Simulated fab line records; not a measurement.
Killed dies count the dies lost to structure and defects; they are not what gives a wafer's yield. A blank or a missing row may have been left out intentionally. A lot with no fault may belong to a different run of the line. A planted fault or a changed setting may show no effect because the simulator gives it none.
fab line records | flow n5Finfet
record: lots: 3 wafers: 9 lastDay: 16
route steps=1938 shown FIN_SAQP@123 FIN_CUT@154 PASSIVATION@1936
lots with no fault: from the same line, run without faults
startH: hours from the record's first day to the start of the lot's first wafer shown | waitH: how many hours have passed since the lot's step before this one | " as in the row above | L1.1+2: a single row standing in for several wafers | - either no value or no given start | * or withheld: withheld | < > ~ a bound
route shown NAME@n: a module of which the file shows steps, and the number in the route of the first | usual: mean/standard deviation of fault-free wafers | same: alike in all rows | chamber/n: place in a boat | sites: the reading at each site | _std_site: standard deviation across them | _edge_site: inner sites' mean taken away from outer sites' mean | radiusMm: for every site, how far away it sits from the centre of the wafer | mask NAME#n: copy n | behind: the last tool/chamber to shape the wafer | hold: why the lot went on hold/how many hours it stayed there/how the hold came to an end | device: the n, p or np transistor that did not switch | end of line: the route-end tests of the same wafers | for a step that has no rows: nothing shown but its recipe | killed: at the first sort, the dies lost to defects and structure; wafer yield is something else | map: dies across one wafer; x = killed, . = not, _ = none there
set.NAME: the run value of the setting; set.NAME@STEP: its run value at that earlier step | model.NAME: the simulator's own value behind a step, which no gauge read
lots at selected steps of the route; one table per step, one row per wafer
services: the hour from which a tool's chamber was out of use, counted from the record's first day as startH (under 0 if before that day), plus the number of hours and why
== steps ==
step: N5_FIN_SAQP_SRD_66
recipe: dry: ipaMarangoni timeS: 30 tempC: 23 rinseLiquid: diw
step: N5_FIN_SAQP_RECESS_75
recipe: chemistry: HF/NH3 target: SiO2 targetDepthA: 144 afsCycles: 3 tempC: 30 sublimationTempC: 180 sublimationTimeS: 60
step: N5_FIN_SAQP_SPACER1_ALD_24
recipe: material: SiO2 targetThkA: 203 tempC: 300 aldPrecursorFamily: BDEAS aldCoReactant: O2-plasma pulseTimeS: 1 purgeTimeS: 2 coReactantPurgeTimeS: 2 aldCycles: 218 pressureTorr: 2
step: N5_FIN_SAQP_SPACER1_ETCHBACK_25
recipe: chemistry: CHF3/O2 mode: anisotropicEtchback target: SiO2 targetDepthA: 244 timeS: 12.2 pressureMtorr: 30 sourceW: 650 biasW: 170 Ar_flow_sccm: 200 CHF3_flow_sccm: 50 O2_flow_sccm: 5 ionEnergyEv: 200
step: N5_FIN_SAQP_MANDREL1_REMOVE_56
recipe: chemistry: HBr/Cl2/O2 btTimeS: 10 target: a-Si stopOn: SiNx endpoint: OES-SiCl overEtchFrac: 1 icpW: 600 biasW: 22 HBr_flow_sccm: 150 Cl2_flow_sccm: 80 O2_flow_sccm: 5 pressureMtorr: 10
step: N5_FIN_SAQP_ETCH_57
recipe: chemistry: CH3F/O2 target: SiNx maskMaterial: SiO2 targetDepthA: 325 timeS: 46.4 pressureMtorr: 30 sourceW: 395 biasW: 73 Ar_flow_sccm: 150 CH3F_flow_sccm: 30 O2_flow_sccm: 20 ionEnergyEv: 120 ends: cleared
step: N5_FIN_SAQP_ETCH_65
recipe: chemistry: CF4 target: SiO2 targetDepthA: 40 ionEnergyEv: 350 timeS: 4.4 pressureMtorr: 10 icpW: 800 biasW: 400 cf4FlowSccm: 80
step: N5_FIN_SAQP_MANDREL_ETCH_58
recipe: chemistry: HBr/Cl2 target: a-Si targetDepthA: 450 btTimeS: 10 stopOn: SiNx maskMaterial: SiO2 overEtchFrac: 0.8 timeS: 27 pressureMtorr: 10 icpW: 800 biasW: 75 HBr_flow_sccm: 150 Cl2_flow_sccm: 80 ends: endPoint
step: N5_FIN_SAQP_RECESS_63
recipe: chemistry: HF/NH3 target: SiO2 targetDepthA: 180 afsCycles: 3 tempC: 30 sublimationTempC: 180 sublimationTimeS: 60
step: N5_FIN_SAQP_COAT_68
recipe: resist: SOC tempC: 250 timeS: 60 spinRpm: 1500 resistThkNm: 100
step: N5_FIN_SAQP_ETCH_69
recipe: chemistry: N2/H2 target: SOC targetDepthA: 1500 stopOn: SiNx ionEnergyEv: 100 biasW: 61 pressureMtorr: 30 sourceW: 850 n2FlowSccm: 200 h2FlowSccm: 200
step: N5_FIN_SAQP_ETCH_67
recipe: chemistry: CH3F/O2 target: SiNx targetDepthA: 300 maskMaterial: SOC pressureMtorr: 30 sourceW: 395 biasW: 73 Ar_flow_sccm: 150 CH3F_flow_sccm: 30 O2_flow_sccm: 20 ionEnergyEv: 120
usual: drypumpMotorCurrentA: 5.9/0.35 oes_ar_750_au: 0.78/0.079 oes_f_703_au: 0.78/0.081 oesProductAu: 0.78/0.085 rfVppV: 298/3.7 showerheadPlenumPTorr: 2.03/0.06 throttleValvePct: 16.41/0.26
columns lot.wafer tool chamber startH waitH drypumpMotorCurrentA oes_ar_750_au oes_f_703_au oesProductAu rfHoursCounterH rfVppV showerheadPlenumPTorr throttleValvePct model.etch.depthNm
L946.1 rieDiel-04 1 81.59 0.0 6.4 0.71 0.71 0.71 210 296 2.07 16.63 30.16
L946.2 " 0 " " 6.3 0.73 0.73 0.73 191 302 2.07 16.38 29.89
L946.6 " 3 " " 6.2 0.78 0.79 0.79 - 296 2.00 16.58 30.55
L947.1 rieDiel-04 3 85.26 0.0 6.2 0.79 0.79 0.79 144 297 2.00 16.58 30.49
L947.2 " 2 " " 6.1 0.77 0.76 0.78 135 299 2.00 16.64 30
L947.3 " 1 " " 6.5 0.70 0.71 0.70 211 296 2.07 16.63 30.3
L954.3 rieDiel-04 3 126.04 0.0 6.3 0.77 0.78 0.53 159 297 2.00 16.60 15.6
L954.4 " 2 " " 6.1 0.76 0.75 0.77 146 297 1.99 16.66 30.04
L954.5 " 3 " " 6.2 0.77 0.78 0.78 - 297 2.00 16.63 30.51
step: N5_FIN_SAQP_STRIP_70
recipe: chemistry: N2/H2 powerW: 500 tempC: 40 pressureMtorr: 50 rfFrequencyHz: 6e+07 overashFraction: 0.3 biasPowerW: 28 h2Frac: 0.5 n2FlowSccm: 300 h2FlowSccm: 300
step: N5_FIN_SAQP_RECESS_71
recipe: chemistry: HF/NH3 target: SiO2 targetDepthA: 30 afsCycles: 1 tempC: 30 sublimationTempC: 180 sublimationTimeS: 60
step: N5_FIN_SAQP_SPACER2_ALD_28
recipe: material: SiO2 targetThkA: 81 tempC: 300 aldPrecursorFamily: BDEAS aldCoReactant: O2-plasma pulseTimeS: 1 purgeTimeS: 2 coReactantPurgeTimeS: 2 pressureTorr: 2
step: N5_FIN_SAQP_SPACER2_ETCHBACK_29
recipe: chemistry: CHF3/O2 mode: anisotropicEtchback target: SiO2 targetDepthA: 122 timeS: 6.1 pressureMtorr: 30 sourceW: 650 biasW: 170 Ar_flow_sccm: 200 CHF3_flow_sccm: 50 O2_flow_sccm: 5 ionEnergyEv: 200
step: N5_FIN_SAQP_MANDREL2_REMOVE_60
recipe: chemistry: HBr/Cl2/O2 btTimeS: 10 target: a-Si stopOn: SiNx endpoint: OES-SiCl overEtchFrac: 1 icpW: 600 biasW: 22 HBr_flow_sccm: 150 Cl2_flow_sccm: 80 O2_flow_sccm: 5 pressureMtorr: 10
step: N5_FIN_SAQP_HM_OPEN_33
recipe: chemistry: CH3F/O2 target: SiNx maskMaterial: SiO2 targetDepthA: 494 timeS: 70.6 pressureMtorr: 30 sourceW: 395 biasW: 73 Ar_flow_sccm: 150 CH3F_flow_sccm: 30 O2_flow_sccm: 20 ionEnergyEv: 120 ends: cleared
step: N5_FIN_SAQP_ETCH_34
recipe: chemistry: C4F6/O2 target: SiO2 targetDepthA: 450 timeS: 15 ionEnergyEv: 250 pressureMtorr: 30 sourceW: 345 biasW: 185 Ar_flow_sccm: 300 C4F6_flow_sccm: 10 O2_flow_sccm: 10 ends: cleared
step: N5_FIN_SAQP_STRIP_77
recipe: chemistry: N2/H2 timeS: 90 powerW: 100 tempC: 40 pressureMtorr: 100 rfFrequencyHz: 6e+07 biasPowerW: 3 n2FlowSccm: 300 h2FlowSccm: 300
step: N5_FIN_SAQP_ETCH_64
recipe: chemistry: CF4 target: SiO2 targetDepthA: 15 ionEnergyEv: 350 pressureMtorr: 10 icpW: 800 biasW: 400 cf4FlowSccm: 80
step: N5_FIN_SAQP_FIN_ETCH_36
recipe: chemistry: HBr/Cl2/O2 targetDepthA: 1200 maskMaterial: SiNx timeS: 50.4 biasW: 102 pressureMtorr: 10 icpW: 800 HBr_flow_sccm: 150 Cl2_flow_sccm: 80 O2_flow_sccm: 12
step: N5_FIN_SAQP_PRECLEAN_38
recipe: chemistry: O3/DIW timeS: 45 tempC: 22 o3Ppm: 10
step: N5_FIN_SAQP_PRECLEAN_45
recipe: chemistry: dHF timeS: 10 dilution: 500:1 tempC: 25
step: N5_FIN_SAQP_SRD_39
recipe: dry: ipaMarangoni timeS: 30 tempC: 23 rinseLiquid: diw
step: N5_FIN_CUT_COAT_18
recipe: resist: SOC tempC: 250 timeS: 60 spinRpm: 1500 resistThkNm: 230
step: N5_FIN_CUT_COAT_19
recipe: resist: SiARC tempC: 220 timeS: 60 spinRpm: 1500 resistThkNm: 20
step: N5_FIN_CUT_COAT_29
recipe: resist: underlayer tempC: 205 timeS: 60 spinRpm: 1500 resistThkNm: 10
step: N5_FIN_CUT_COAT_02
recipe: resist: CAR-EUV spinRpm: 1500 resistThkNm: 30
step: N5_FIN_CUT_EBR_04
recipe: solvent: PGMEA ebrWidthMm: 1.5
step: N5_FIN_CUT_SOFTBAKE_03
recipe: tempC: 110 timeS: 60 resist: CAR-EUV
step: N5_FIN_CUT_EXPOSE_05
recipe: maskId: FIN_CUT na: 0.33 sourceShape: annular sigmaInner: 0.35 sigmaOuter: 0.8 polarization: unpolarized doseMj: 45.75
step: N5_FIN_CUT_PEB_06
recipe: pebTempC: 100 pebTimeS: 60 resist: CAR-EUV
step: N5_FIN_CUT_DEVELOP_07
recipe: developTimeS: 30 developer: TMAH resist: CAR-EUV rinseLiquid: surfactantRinse dry: airSpin devTempC: 23
step: N5_PASSIVATION_PROBE_49
usual: killed_at_M0_to_M3: 35/11 killed_at_M4_up: 14/5.4 killedAtContacts: 12/6.2 killedAtFrontEnd: 38/11 killedAtOther: 4.1/2.8 killedDies: 103/17 killedOnRim: 13/4 killedOpen: 66/13 killedShort: 34/8.2
same: grossDies: 1180 killedAtBackSide: 0
columns lot.wafer tool chamber startH waitH killed_at_M0_to_M3 killed_at_M4_up killedAtContacts killedAtFrontEnd killedAtOther killedDies killedOnRim killedOpen killedShort
L947.1 prober-02 - 334.09 0.0 22 14 6 39 8 89 11 49 36
L947.2 prober-02 - 334.14 0.1 26 10 18 35 5 94 12 62 30
L947.3 prober-02 - 334.19 0.1 34 12 19 36 6 107 15 77 29
L946.1 prober-01 - 334.77 0.0 23 9 16 28 5 81 5 47 32
L946.2 prober-01 - 334.82 0.1 37 7 13 49 4 110 16 71 38
L946.6 prober-01 - 335.02 0.3 28 10 12 34 3 87 16 54 31
L954.3 prober-01 - 383.39 0.1 29 8 11 1112 1 1161 150 68 30
L954.4 prober-01 - 383.44 0.2 24 6 7 39 1 77 15 46 27
L954.5 prober-01 - 383.49 0.2 20 13 8 29 5 75 10 46 28
killed by level:class
L947.1 GATE_CUT:geometricParticle:short=10 STI_FIN_REVEAL:geometricParticle:open=7 MIM_TOP_ETCH:geometricParticle:open=6 FIN_SAQP:geometricParticle:short=5 BEOL_M1:geometricParticle:open=5 DUMMY_GATE:geometricParticle:open=4 BEOL_M4:geometricParticle:short=4 MOL_CONTACT_COAG:geometricParticle:open=4
L947.2 MOL_CONTACT_COAG:geometricParticle:open=14 BEOL_M3:geometricParticle:open=10 FIN_SAQP:geometricParticle:short=8 STI_FIN_REVEAL:geometricParticle:open=8 BEOL_M4:geometricParticle:open=5 BEOL_M1:geometricParticle:open=4 BEOL_M1:geometricParticle:short=4 BEOL_M2:geometricParticle:open=4
L947.3 MOL_CONTACT_COAG:geometricParticle:open=16 BEOL_M2:geometricParticle:open=10 FIN_SAQP:geometricParticle:open=8 BEOL_M3:geometricParticle:open=8 STI_FIN_REVEAL:geometricParticle:open=7 BEOL_M1:geometricParticle:open=7 DUMMY_GATE:geometricParticle:open=6 GATE_CUT:geometricParticle:short=4
L946.1 MOL_CONTACT_COAG:geometricParticle:open=11 FIN_SAQP:geometricParticle:open=9 BEOL_M0_SAQP:geometricParticle:short=6 MOL_CONTACT_COAG:geometricParticle:short=5 BEOL_M3:geometricParticle:open=5 BEOL_M3:geometricParticle:short=4 BEOL_M4:geometricParticle:open=4 FIN_SAQP:geometricParticle:short=3
L946.2 STI_FIN_REVEAL:geometricParticle:open=15 MOL_CONTACT_COAG:geometricParticle:open=11 BEOL_M0_SAQP:geometricParticle:open=10 FIN_SAQP:geometricParticle:open=9 GATE_CUT:geometricParticle:short=6 BEOL_M0_SAQP:geometricParticle:short=6 BEOL_M3:geometricParticle:short=6 BEOL_M1:geometricParticle:open=5
L946.6 FIN_SAQP:geometricParticle:short=12 MOL_CONTACT_COAG:geometricParticle:open=8 BEOL_M0_SAQP:geometricParticle:open=7 BEOL_M3:geometricParticle:open=6 BEOL_M4:geometricParticle:open=6 BEOL_M1:geometricParticle:open=5 MOL_CONTACT_COAG:geometricParticle:short=4 FIN_SAQP:geometricParticle:open=3
L954.3 FIN_SAQP:areaEtch=1060 FIN_SAQP:geometricParticle:open=12 BEOL_M2:geometricParticle:open=12 BEOL_M0_SAQP:geometricParticle:open=9 MOL_CONTACT_COAG:geometricParticle:open=8 GATE_CUT:geometricParticle:short=7 FIN_CUT:geometricParticle:short=6 STI_FIN_REVEAL:geometricParticle:open=5
L954.4 FIN_SAQP:geometricParticle:short=7 FIN_SAQP:geometricParticle:open=7 STI_FIN_REVEAL:geometricParticle:open=7 BEOL_M1:geometricParticle:open=6 MOL_CONTACT_COAG:geometricParticle:open=6 BEOL_M2:geometricParticle:open=4 BEOL_M3:geometricParticle:open=4 FIN_CUT:geometricParticle:short=3
L954.5 MOL_CONTACT_COAG:geometricParticle:open=7 GATE_CUT:geometricParticle:short=5 BEOL_M2:geometricParticle:open=5 BEOL_M0_SAQP:geometricParticle:short=4 BEOL_M1:geometricParticle:open=4 BEOL_M8:geometricParticle:open=4 STARTING-WAFER:geometricParticle:short=4 FIN_SAQP:geometricParticle:short=3
map L954.3 (x killed, . not)
_________________xxxxxxxxxxxx________________
______________xxxxxxxxxxxxxxxxxx_____________
___________xxxxx.xxxxxxxxxxxxxxxxxx__________
__________xxxxxxxxxxxxxxxxxxxxxxxxxx_________
________xxxxxxxxxxxxxxxxxxxxxxxx.x.xx._______
_______xxxxxxxxxxxxxxxxxxxxxxxxxxxxxxxx______
______xxxxxxxxxxxxxxxxxxxxxxxxxxxxxxxxxx_____
_____xxxxxxxxxxxxxxxxxxxxxxx.xxxxxx.xxx.x____
____xxxxxxxxxxxxxxxxxxxxxxxxxxxxxxxxxxxxxx___
___xxxxxxxxxxxxxxxxxxxxxxxxxxxxxxxxxxxxx.xx__
___xxxxxxxxxxxxxxxxxxxxxxxxxxxxxxxxxxxxxxxx__
__xxxxxxxxxxxxxxxxxxxxxxxxxxxxxxxxxxxxxxxxxx_
__xxxxxxxxxxxxxxxxxxxxxxxxxxxxxxxxxxxx.xxxxx_
_xxxxxxxxxxxxxxxxxxxxxxxxxxxxxxxx.xxxxxxxxxxx
_xxxxxxxxxxxxxxxxxxxxxxxxxxxxxxxxxx.xxx.xxxxx
_xxxxxxxxxxxxxxxxxxxxxxxxxxxxxxxxxxxxxxxxxxxx
_xxxxxxxxxxxxxxxxxxxxxxxxxxxxxxxxxxxxxxxxxxxx
_xxxxxxxxxxxxxxxxxxxxxxxxxxxxxxxxxxxxxxxxxxxx
_xxxxxxxxxxxxxxxxxxxxxxxxxxxxxxxxxxxxxxxxxxxx
_xxxxxxxxxxxxxxxxxxxxxx.x.xxxxxxxxxxxxxxxxxxx
_xxxxxxxxxxxxxxxxxxxxxxx.xxxxxxxxxxxxxxxx.xxx
__xxxxxxxxxxxxxxxxxxxxxxxx.xxxxxxxxxxxxxxxxx_
__xxxxxxxxxxxxxxxxxxxxxxxxxxxxxxxxxxxxx.xxxx_
___xxxxxxxxxxxxxxxxxxxxxxxxxxxxxxxxxxxxxxxx__
___xxxxxxxxxxxxxxxxxxxxxxxxxxxxxxxxxxxxx.xx__
____xxxxxxxxxxxxxxxxxxxxxxxxxxxxxxxxxxxxxx___
_____xxxxxxxxxxxxxxxxxxxxxxxxxxxxxxxxxxxx____
______xxxxxxxxxxxxxxxxxxxxxxxxxxxxxxxxxx_____
_______xxxxxxxxxxxxxxxxxxxxxxxxxxxxxxxx______
________xxxxxxxxxxxxxxxxxxxxxxxxxxxxxx_______
__________xxxxxxxxxxxxxxxxxxxxxxxxxx_________
___________xxxxxxxxxxxxxxxxxxxxxxxx__________
______________xxxxxxxxxxxxxxxxxx_____________
_________________xxxxxxxxxxxx________________
map L947.3 (x killed, . not)
_________________.x..........________________
______________...........x..x..._____________
___________...........x............__________
__________......x....x.........x...._________
________.............................._______
_______................................______
______....x................x...........x_____
_____.............x.....x.....x...x......____
____..x...x.x.......................x.....___
___.....xxx..xx.........x...............xx.__
___x.............................x.........__
__........x.......x..x..........x.....xx...x_
__..x......x......x...............x....x...._
_..x..x................x.....................
_...........xx..x......x.x..................x
_......x.....................................
_................x........x.x...x............
_.....................x..x.................x.
_...................x................x.....x.
_..................x....x...xx...xx...x.....x
_x......................x.x.........x........
__...........................x....x.......x._
__....x.x......x............x...........x..._
___...........x..............x.x........x..__
___...........x.......x.................x..__
____..........x....xx.......x.............___
_____.............................x......____
______.x.....................x.........._____
_______........................x.......______
________........................x..x.x_______
__________....x.xx.......x.........._________
___________.x......................__________
______________......x......x...._____________
_________________...x....x...________________
== services ==
columns tool chamber startH hours kind
rieDiel-04 2 65.79 6.7 repair
rieDiel-04 2 116.92 6.0 repair
== key ==
firstSign: step: N5_PASSIVATION_PROBE_49 reading: killedAtFrontEnd direction: up sigmas: 95 usual: 38 struck: 1112
effect: step: N5_PASSIVATION_PROBE_49 reading: killedDies direction: up sigmas: 62 usual: 103 struck: 1161
modelEffect: step: N5_FIN_SAQP_ETCH_67 value: etch.depthNm without: 30.25 struck: 15.6
moreKillsBornAt: N5_FIN_SAQP_ETCH_67@rieDiel-04: 1060
metAt N5_FIN_SAQP_ETCH_67
struckWafers L954.3
laterRowsLeftOut L954.3
testerLeftOut L954
onsetBetween 85.26 126.04
fault: kind: processParameterDrift tool: rieDiel-04 chamber: - onsetH: 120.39 steps: N5_FIN_SAQP_ETCH_67 channel: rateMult offset: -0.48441 shape: step endH: 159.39 scope: struckWafersOnly
testerLeftOut: of these lots the tester's yield and bins aren't shown, on N5 and GAA mostly nor the transistor test; their killed dies are dies lost to structure and defects alone, not to doping, threshold or leakage, so they don't give the yield
laterRowsLeftOut: the simulator's readings of these wafers behind a module that went badly wrong aren't trusted and aren't shown, but for the sort
